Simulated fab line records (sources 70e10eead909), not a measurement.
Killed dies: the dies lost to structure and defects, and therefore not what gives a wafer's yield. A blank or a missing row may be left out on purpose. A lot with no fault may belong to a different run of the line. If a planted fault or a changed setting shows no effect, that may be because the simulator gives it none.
fab line records    flow nand_harc
[record] lots = 6  wafers = 18  last_day = 25
route steps=1159 shown THIN_TSV@1114 END@1159
lots untouched by any fault: they come from a run of this same line in which no faults occurred
start_h: the number of hours between the record's first day and the start of the first shown wafer of the lot    wait_h: time in hours since the lot's previous step    " identical to the entry in the row above    L1.1+2: several wafers, shown together as one row    - either no value or no given start    * or withheld: withheld    < > ~ a bound
route shown NAME@n: NAME is a module with steps in the file, n the number in the route of the first one    usual: mean and standard deviation over wafers with no fault    same: alike in all rows    chamber/n: place in a boat    sites: per-site readings    _std_site: the values' standard deviation    _edge_site: mean of outer sites minus mean of inner sites    radius_mm: how far each site lies from the wafer's centre    mask NAME#n: copy n    behind: the last tool/chamber to shape the wafer    hold: the reason the lot was held/the length of the hold in hours/how it ended    device: which transistor (n, p or np) failed to switch    end of line: tests of these same wafers at the route's end    a step given without rows: its recipe and nothing more    killed: at the first sort, the dies lost to defects and structure; wafer yield is something else    map: a wafer's dies, x killed, . not, _ none there
set.NAME: the setting as run; set.NAME@STEP: as run at that earlier step    model.NAME: the simulator's own value behind a step, which no gauge read
lots at selected steps of the route; one table per step, one row per wafer
services: the hour from which a tool's chamber was out of use, counted from the record's first day as start_h (under 0 if before that day), plus the number of hours and why
[[steps]]
[step NHARC_THIN_TSV_PEB_10]
[recipe] peb_temp_c = 118  peb_time_s = 85
[step NHARC_THIN_TSV_DEVELOP_11]
[recipe] time_s = 70
[step NHARC_THIN_TSV_CD_MEAS_12]
[recipe] target_cd_nm = 1000  landing_energy_ev = 500
[usual] cd_nm = 1000.4/1.2
lot.wafer  tool       chamber  start_h  wait_h  cd_nm
L543.1     cd_sem-02  0        432.15   -       1000.8
L543.3     "          0        "        "       1001.1
L543.4     "          0        "        "       1000.9
L550.2     cd_sem-01  0        474.24   -       1000.7
L550.3     "          0        "        "       1000.0
L550.6     "          0        "        "       1000.5
L552.3     cd_sem-01  0        475.55   -       1000.2
L552.4     "          0        "        "       999.7
L552.5     "          0        "        "       1001.1
L556.3     cd_sem-01  0        498.74   -       998.8
L556.5     "          0        "        "       998.6
L556.6     "          0        "        "       999.3
L560.1     cd_sem-03  0        534.71   -       1000.2
L560.4     "          0        "        "       1002.5
L560.6     "          0        "        "       1001.2
L566.3     cd_sem-01  0        565.24   -       1000.3
L566.5     "          0        "        "       999.7
L566.6     "          0        "        "       1000.9
[step NHARC_THIN_TSV_HARDBAKE_13]
[recipe] temp_c = 125  time_s = 80
[step NHARC_THIN_TSV_DESCUM_14]
[recipe] time_s = 3  o2_flow_sccm = 200  ar_flow_sccm = 0  bias_power_w = 0  chemistry = O2
[step NHARC_THIN_TSV_ETCH_44]
[recipe] target_depth_a = 15942  time_s = 797.1  cf4_flow_sccm = 150  o2_flow_sccm = 10  ar_flow_sccm = 0  rf_w = 300  bias_w = 800  chemistry = CF4/O2
[usual] drypump_motor_current_A = 5.5/0.6  oes_product_au = 0.998/0.0066  rf_vpp_V = 794/4.4  showerhead_plenum_p_Torr = 1.82/0.068  throttle_valve_pct = 16.915/0.0097
lot.wafer  tool         chamber  start_h  wait_h  drypump_motor_current_A  oes_product_au  rf_hours_counter_h  rf_vpp_V  showerhead_plenum_p_Torr  throttle_valve_pct
L543.4     rie_diel-08  3        432.39   0.1     5.1                      1.002           12                  788       1.73                      16.917
L543.3     "            0        "        "       4.9                      1.003           13                  784       1.70                      16.910
L543.1     "            1        "        "       5.8                      0.998           11                  787       1.73                      16.894
L550.2     rie_diel-09  2        474.49   0.1     5.9                      1.007           2                   791       1.79                      16.911
L550.3     "            1        "        "       5.2                      0.998           2                   794       1.84                      16.918
L550.6     "            2        "        "       5.9                      0.986           -                   791       1.79                      16.901
L552.3     rie_diel-06  2        475.79   0.1     4.7                      1.005           5                   798       1.89                      16.910
L552.4     "            0        "        "       6.3                      1.010           4                   793       1.82                      16.916
L552.5     "            2        "        "       4.7                      0.993           -                   799       1.89                      16.918
L556.3     rie_diel-08  0        498.98   0.1     4.9                      1.004           0                   787       1.70                      16.919
L556.6     "            0        "        "       4.8                      1.002           -                   786       1.70                      16.897
L556.5     "            1        "        "       5.8                      1.001           -                   787       1.73                      16.911
L560.4     rie_diel-09  2        535.01   0.1     5.8                      1.006           7                   791       1.79                      16.924
L560.1     "            3        "        "       5.5                      0.998           7                   792       1.80                      16.899
L560.6     "            1        "        "       5.3                      1.001           -                   794       1.83                      16.930
L566.3     rie_diel-08  3        565.48   0.1     5.2                      0.989           8                   787       1.72                      16.895
L566.6     "            3        "        "       5.2                      0.991           -                   787       1.72                      16.910
L566.5     "            0        "        "       4.8                      1.000           -                   785       1.70                      16.925
[step NHARC_THIN_TSV_ETCH_15]
[recipe] target_depth_a = 30000  bosch_target_overetch_cycles = 2  bosch_etch_step_s = 2.8  bosch_dep_step_s = 1.2  bosch_cycles = 14
[usual] drypump_motor_current_A = 6.0/0.58
[same] bosch_etch_step_s = 2.8
lot.wafer  tool       chamber  start_h  wait_h  drypump_motor_current_A  rf_hours_counter_h
L543.3     rie_si-03  3        432.97   -       6.6                      0.9
L543.4     "          1        "        "       6.5                      0.8
L543.1     "          2        "        "       6.7                      0.8
L550.3     rie_si-02  2        475.08   -       5.9                      0.6
L550.2     "          0        "        "       6.4                      0.5
L550.6     "          2        "        "       5.9                      -
L552.4     rie_si-03  1        476.37   -       6.5                      1.3
L552.3     "          2        "        "       6.7                      1.3
L552.5     "          0        "        "       5.1                      -
L556.3     rie_si-03  0        499.58   -       5.1                      1.6
L556.5     "          2        "        "       6.7                      -
L556.6     "          3        "        "       6.6                      -
L560.4     rie_si-02  3        535.52   -       5.5                      1.2
L560.1     "          2        "        "       5.9                      1.4
L560.6     "          3        "        "       5.4                      -
L566.3     rie_si-03  2        566.06   -       6.7                      0.3
L566.6     "          2        "        "       6.7                      -
L566.5     "          3        "        "       6.6                      -
[step NHARC_THIN_TSV_CD_MEAS_16]
[usual] cd_nm = 1000.5/1.3
lot.wafer  tool       chamber  start_h  wait_h  cd_nm
L543.1     cd_sem-01  -        433.12   0.1     999.9
L543.3     "          -        "        "       1001.0
L543.4     "          -        "        "       1001.7
L550.2     cd_sem-02  -        475.21   0.1     1000.7
L550.3     "          -        "        "       1000.1
L550.6     "          -        "        "       1001.2
L552.3     cd_sem-03  -        476.51   0.1     1000.2
L552.4     "          -        "        "       999.0
L552.5     "          -        "        "       1000.7
L556.3     cd_sem-01  -        499.71   0.1     998.9
L556.5     "          -        "        "       999.1
L556.6     "          -        "        "       999.9
L560.1     cd_sem-02  -        535.66   0.1     999.7
L560.4     "          -        "        "       1002.8
L560.6     "          -        "        "       1001.1
L566.3     cd_sem-02  -        566.20   0.1     1001.0
L566.5     "          -        "        "       999.4
L566.6     "          -        "        "       1001.4
[step NHARC_THIN_TSV_STRIP_45]
[recipe] power_w = 1500  temp_c = 250  chemistry = O2
[step NHARC_THIN_TSV_STRIP_46]
[recipe] time_s = 1200  temp_c = 72.5  chemistry = post_etch_residue_remover
[step NHARC_THIN_TSV_DEP_47]
[recipe] target_thk_a = 2000  temp_c = withheld  pressure_torr = 6.5  rf_w = 900  teos_flow_sccm = 161.4  flow_sccm = 2650  target_thk_nm = 200  gas = O2  material = SiO2
[usual] throttle_valve_pct = 15.7/0.37
lot.wafer  tool      chamber  start_h  wait_h  throttle_valve_pct
L543.1     pecvd-02  1        433.99   -       15.6
L543.3     "         0        "        "       16.0
L543.4     "         1        "        "       15.7
L550.3     pecvd-04  0        476.13   -       15.2
L550.2     "         1        "        "       15.6
L550.6     "         0        "        "       15.1
L552.3     pecvd-02  0        477.38   -       16.4
L552.4     "         0        "        "       16.1
L552.5     "         1        "        "       15.8
L556.3     pecvd-02  2        500.58   -       16.1
L556.5     "         0        "        "       16.1
L556.6     "         1        "        "       16.2
L560.1     pecvd-02  1        536.62   -       15.6
L560.4     "         2        "        "       15.9
L560.6     "         1        "        "       15.6
L566.3     pecvd-03  2        567.53   -       16.1
L566.6     "         0        "        "       15.5
L566.5     "         2        "        "       16.1
[step NHARC_THIN_TSV_ETCHBACK_48]
[recipe] target_depth_a = 10285  over_etch_frac = 0.3  time_s = 405.17  ion_energy_ev = 250  c4f8_flow_sccm = withheld  ar_flow_sccm = withheld  rf_w = 600  bias_w = 300  chemistry = C4F8/Ar
[usual] oes_product_au = 0.95/0.032  rf_vpp_V = 546.6/2.8
lot.wafer  tool         chamber  start_h  wait_h  oes_product_au  rf_hours_counter_h  rf_vpp_V
L543.1     rie_diel-06  0        434.39   -       1.00            1.0                 545.1
L543.4     "            1        "        "       0.99            0.7                 547.0
L543.3     "            2        "        "       1.00            0.9                 549.9
L550.2     rie_diel-09  1        476.52   -       0.97            2.5                 545.8
L550.3     "            3        "        "       0.96            2.6                 545.6
L550.6     "            1        "        "       0.97            -                   547.2
L552.4     rie_diel-06  3        477.78   -       0.93            5.2                 550.9
L552.3     "            2        "        "       0.93            5.0                 549.0
L552.5     "            3        "        "       0.93            -                   548.7
L556.3     rie_diel-08  1        501.09   -       0.99            0.6                 543.8
L556.5     "            2        "        "       0.95            -                   549.5
L556.6     "            3        "        "       0.96            -                   542.5
L560.1     rie_diel-09  0        537.09   0.4     0.93            7.3                 550.8
L560.4     "            3        "        "       0.94            7.2                 547.4
L560.6     "            1        "        "       0.92            -                   546.3
L566.3     rie_diel-08  2        567.91   -       0.94            5.0                 549.3
L566.5     "            0        "        "       0.93            -                   540.2
L566.6     "            1        "        "       0.92            -                   542.3
[step NHARC_THIN_TSV_STRIP_62]
[recipe] power_w = 1500  temp_c = 250  time_s = 20  chemistry = N2/H2
[usual] drypump_motor_current_A = 6.19/0.2  heater_power_w = 330/23
lot.wafer  tool             chamber  start_h  wait_h  drypump_motor_current_A  heater_power_w  rf_hours_counter_h
L543.1     plasma_asher-02  0        434.75   -       6.39                     299             22
L543.4     "                0        "        "       6.39                     312             -
L543.3     "                1        "        "       5.97                     353             -
L550.2     plasma_asher-02  0        476.88   -       -                        -               -
L550.3     "                0        "        "       -                        -               -
L550.6     "                1        "        "       -                        -               -
L552.4     plasma_asher-02  0        478.18   -       -                        -               -
L552.3     "                1        "        "       -                        -               -
L552.5     "                1        "        "       -                        -               -
L556.3     plasma_asher-01  1        501.39   -       5.98                     320             -
L556.5     "                1        "        "       5.97                     311             -
L556.6     "                0        "        "       6.37                     364             -
L560.1     plasma_asher-01  1        537.47   -       5.99                     313             23
L560.4     "                0        "        "       6.37                     360             -
L560.6     "                0        "        "       6.37                     364             -
L566.3     plasma_asher-02  0        568.34   -       6.40                     311             -
L566.5     "                1        "        "       6.02                     333             -
L566.6     "                0        "        "       6.40                     312             -
[step NHARC_THIN_TSV_DEGAS_49]
[recipe] temp_c = 300  time_s = 120
[usual] heater_power_w = 477/43
lot.wafer  tool            chamber  start_h  wait_h  heater_power_w
L543.3     pvd_sputter-03  -        434.95   0.1     517
L543.4     "               -        "        "       475
L543.1     "               -        "        "       482
L550.2     pvd_sputter-03  -        477.03   0.1     416
L550.3     "               -        "        "       473
L550.6     "               -        "        "       469
L552.3     pvd_sputter-01  -        478.30   0.1     386
L552.4     "               -        "        "       539
L552.5     "               -        "        "       485
L556.3     pvd_sputter-03  -        501.51   0.1     411
L556.5     "               -        "        "       418
L556.6     "               -        "        "       469
L560.1     pvd_sputter-01  -        537.63   0.1     547
L560.4     "               -        "        "       385
L560.6     "               -        "        "       528
L566.3     pvd_sputter-01  -        568.48   0.1     510
L566.6     "               -        "        "       431
L566.5     "               -        "        "       460
[step NHARC_END_SORT_01]
[recipe] temp_c = 25
[usual] defect_limited_yield = 95.1/1.8  killed_at_array = 29/11  killed_at_other = 0.6/0.89  killed_at_periphery = 3.8/2.8  killed_dies = 33/12  killed_open = 3.5/1.9  killed_short = 1.9/1.3  sort_bin_2_pct = 1.5/0.72  sort_bin_3_pct = 0.28/0.23  sort_bin_4_pct = 3.1/1.2  sort_n_pass = 644/12  sort_rim_yield_pct = 94.8/2.9  sort_yield_pct = 95.1/1.8
[same] gross_dies = 677  sort_bin_5_pct[%] = 0  sort_bin_6_pct[%] = 0  sort_bin_7_pct[%] = 0  sort_bin_8_pct[%] = 0  sort_rim_n_gross = 106.00
lot.wafer  tool       chamber  start_h  wait_h  defect_limited_yield[%]  killed_at_array  killed_at_other  killed_at_periphery  killed_dies  killed_open  killed_short  sort_bin_2_pct[%]  sort_bin_3_pct[%]  sort_bin_4_pct[%]  sort_n_pass  sort_rim_yield_pct[%]  sort_yield_pct[%]
L552.3     prober-02  0        490.70   3.1     94.2                     30               8                1                    39           8            2             1.5                0.30               4.0                638          99.1                   94.2
L552.4     prober-02  0        491.48   3.4     94.8                     26               8                1                    35           10           2             2.4                0.15               2.7                642          96.2                   94.8
L552.5     prober-02  0        492.27   3.7     93.4                     30               12               3                    45           14           4             1.8                0                  4.9                632          97.2                   93.4
L550.2     prober-01  0        490.87   2.8     94.4                     23               10               5                    38           9            5             1.3                0.30               4.0                639          93.4                   94.4
L550.3     prober-01  0        491.68   3.1     95.4                     20               9                2                    31           10           3             1.5                0.15               3.0                646          91.5                   95.4
L550.6     prober-01  0        494.11   4.0     95.6                     22               6                2                    30           8            1             1.5                0.15               2.8                647          91.5                   95.6
L556.3     prober-01  0        515.69   3.1     91.9                     48               2                5                    55           3            2             2.2                0.59               5.3                622          93.4                   91.9
L556.5     prober-01  0        517.25   3.6     93.5                     37               0                7                    44           1            2             1.8                0.15               4.6                633          92.5                   93.5
L556.6     prober-01  0        518.03   3.9     93.8                     36               1                5                    42           0            2             1.9                0.44               3.8                635          91.5                   93.8
L560.1     prober-01  0        554.97   2.5     97.8                     13               0                2                    15           4            1             0.9                0                  1.3                662          97.2                   97.8
L560.4     prober-01  0        557.38   3.4     97.8                     14               0                1                    15           3            3             0.4                0                  1.8                662          94.3                   97.8
L560.6     prober-01  0        558.98   4.0     97.3                     17               0                1                    18           2            1             0.7                0.15               1.8                659          94.3                   97.3
// killed by level:class
L552.3 A_CHANNEL_HOLE_D1:chamber_film_flake=20 THIN_TSV:geometric_particle:open=7 A_STAIRCASE:chamber_film_flake=2 A_WL_FILL:chamber_film_flake=2 A_CONTACT:chamber_film_flake=2 A_ONON_D1:geometric_particle:open=1 A_CONTACT:geometric_particle:short=1 THIN_TSV:geometric_particle:short=1
L550.2 A_SLIT:chamber_film_flake=10 THIN_TSV:geometric_particle:open=6 A_STAIRCASE:chamber_film_flake=4 THIN_TSV:geometric_particle:short=3 P_BONDPAD:chamber_film_flake=3 A_CONTACT:chamber_film_flake=3 A_CHANNEL_HOLE_D1:chamber_film_flake=2 A_CHANNEL_HOLE_D1:geometric_particle:short=1
L552.4 A_CHANNEL_HOLE_D1:chamber_film_flake=21 THIN_TSV:geometric_particle:open=7 P_GATE:geometric_particle:open=1 A_ONON_D1:geometric_particle:open=1 A_CHANNEL_FILL_D1:geometric_particle:open=1 A_SGD_CUT:geometric_particle:short=1 THIN_TSV:geometric_particle:short=1 A_STAIRCASE:chamber_film_flake=1
L550.3 THIN_TSV:geometric_particle:open=8 A_SLIT:chamber_film_flake=7 A_CONTACT:chamber_film_flake=5 A_STAIRCASE:chamber_film_flake=3 P_M1:geometric_particle:open=1 A_ONON_D1:geometric_particle:short=1 A_CHANNEL_HOLE_D1:chamber_film_flake=1 A_WL_FILL:geometric_particle:short=1
L552.5 A_CHANNEL_HOLE_D1:chamber_film_flake=17 THIN_TSV:geometric_particle:open=9 A_WL_FILL:chamber_film_flake=3 THIN_TSV:geometric_particle:short=2 P_ZERO_WELL:chamber_film_flake=2 A_M0:chamber_film_flake=2 A_STAIRCASE:chamber_film_flake=2 P_CONTACT:geometric_particle:open=1
L550.6 A_SLIT:chamber_film_flake=10 THIN_TSV:geometric_particle:open=5 A_CHANNEL_HOLE_D1:chamber_film_flake=3 A_STAIRCASE:chamber_film_flake=3 A_CONTACT:chamber_film_flake=3 P_BONDPAD:chamber_film_flake=2 A_ONON_D1:geometric_particle:open=1 A_SGD_CUT:geometric_particle:open=1
L556.3 A_SLIT:chamber_film_flake=18 A_CHANNEL_HOLE_D1:chamber_film_flake=18 A_CONTACT:chamber_film_flake=6 A_STAIRCASE:chamber_film_flake=3 A_CONTACT:geometric_particle:open=2 P_STI:chamber_film_flake=2 P_CONTACT:geometric_particle:open=1 A_ONON_D1:geometric_particle:short=1
L556.5 A_CHANNEL_HOLE_D1:chamber_film_flake=14 A_SLIT:chamber_film_flake=13 A_STAIRCASE:chamber_film_flake=6 P_STI:chamber_film_flake=5 A_CONTACT:chamber_film_flake=2 P_GATE:geometric_particle:short=1 A_STAIRCASE:geometric_particle:short=1 A_SGD_CUT:geometric_particle:open=1
L556.6 A_CHANNEL_HOLE_D1:chamber_film_flake=13 A_SLIT:chamber_film_flake=12 A_STAIRCASE:chamber_film_flake=5 P_STI:chamber_film_flake=4 A_CONTACT:chamber_film_flake=3 A_M0:geometric_particle:short=2 P_BONDPAD:chamber_film_flake=1 A_WL_FILL:chamber_film_flake=1
L560.1 A_CHANNEL_HOLE_D1:chamber_film_flake=3 A_CONTACT:chamber_film_flake=3 A_STAIRCASE:chamber_film_flake=2 P_GATE:geometric_particle:open=1 P_M0:geometric_particle:open=1 A_SGD_CUT:geometric_particle:short=1 A_CONTACT:geometric_particle:open=1 A_M0:geometric_particle:open=1
L560.4 A_CONTACT:chamber_film_flake=4 A_CHANNEL_HOLE_D1:chamber_film_flake=3 A_CHANNEL_FILL_D1:geometric_particle:short=2 A_ONON_D1:geometric_particle:short=1 A_CHANNEL_FILL_D1:geometric_particle:open=1 A_WL_FILL:geometric_particle:open=1 A_CONTACT:geometric_particle:open=1 P_GATE:chamber_film_flake=1
L560.6 A_CHANNEL_HOLE_D1:chamber_film_flake=7 A_CONTACT:chamber_film_flake=4 A_WL_FILL:chamber_film_flake=2 P_GATE:geometric_particle:open=1 A_ONON_D1:geometric_particle:open=1 A_CONTACT:geometric_particle:short=1 A_STAIRCASE:chamber_film_flake=1 A_SLIT:chamber_film_flake=1
// map L550.2 (x killed, . not)
____________.____________
_________......._________
_______..........._______
______.............______
_____..............._____
____...........x.....____
____.................____
___.x.................___
___...................___
__xx.x.....x.........x.__
__x.x..................__
_xxx......x............._
_x......................_
_..x.....x.............._
_.x....................._
_......................._
..x......................
xx.......................
....x..x...........x.....
.xx......................
.........x...............
_.......x..............._
_x.....x................_
_.....x...x....x........_
_......................._
_................x......_
__.....................__
__..........x........x.__
___...................___
___..........x........___
____............x....____
____.................____
_____..x............_____
______.............______
_______..........._______
_________......._________
____________.____________
// map L552.5 (x killed, . not)
____________.____________
_________......._________
_______...x....x.._______
______...x.........______
_____..............._____
____.....x...........____
____.........x.......____
___...................___
___...................___
__......x..............__
__..x..x...............__
_..............xx......._
_...........x..........._
_......................._
_....................x.._
_.........x............._
........................x
..........x..............
..x.......x..............
.....x......x.........x.x
...x......x.xx...........
_......................._
_.x.......xx............_
_.......x.x.xx.........._
_........x.x.x.........._
_........x.............._
__....x...x.x..........__
__.........xx.x........__
___...........x.......___
___.x.................___
____....x............____
____.................____
_____..............._____
______.............______
_______..........._______
_________......._________
____________.____________
[[services]]
tool             chamber  start_h  hours  kind
rie_diel-08      1        414.31   14.9   repair
plasma_asher-01  -        417.68   3.2    repair
rie_diel-06      -        418.47   9.0    pm
pecvd-04         -        419.01   0.6    repair
pvd_sputter-01   -        423.62   5.1    repair
rie_diel-09      -        431.38   9.0    pm
plasma_asher-01  -        453.38   9.0    pm
pvd_sputter-03   -        458.00   10.0   pm
pvd_sputter-03   -        468.49   2.1    repair
pecvd-03         -        473.00   13.0   pm
rie_diel-08      -        478.84   9.0    pm
rie_si-03        -        509.00   9.0    pm
rie_diel-06      -        510.84   5.2    repair
pecvd-02         -        515.16   13.0   pm
rie_si-02        0        519.96   9.7    repair
rie_diel-08      2        526.94   33.3   repair
pecvd-02         0        532.21   17.7   repair
plasma_asher-01  -        536.48   0.7    repair
plasma_asher-02  -        537.12   9.0    pm
rie_diel-09      -        546.73   0.8    repair
rie_si-02        3        550.03   2.8    repair
pvd_sputter-01   -        554.96   10.0   pm
pecvd-04         -        557.25   13.0   pm
rie_si-02        -        565.00   9.0    pm
[[key]]
[first_sign] step = NHARC_THIN_TSV_STRIP_62  reading = tool_record  direction = missing
[effect] step = NHARC_END_SORT_01  reading = killed_at_other  direction = up  sigmas = 8.2  usual = 0.6  struck = 8.8
met_at NHARC_THIN_TSV_STRIP_62
struck_wafers L550.2,L550.3,L550.6,L552.3,L552.4,L552.5
onset_between 434.75 476.88
[fault] kind = skipped_step_whole  tool = plasma_asher-02  chamber = -  onset_h = 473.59  steps = NHARC_THIN_TSV_STRIP_62  scope = struck_lots_only
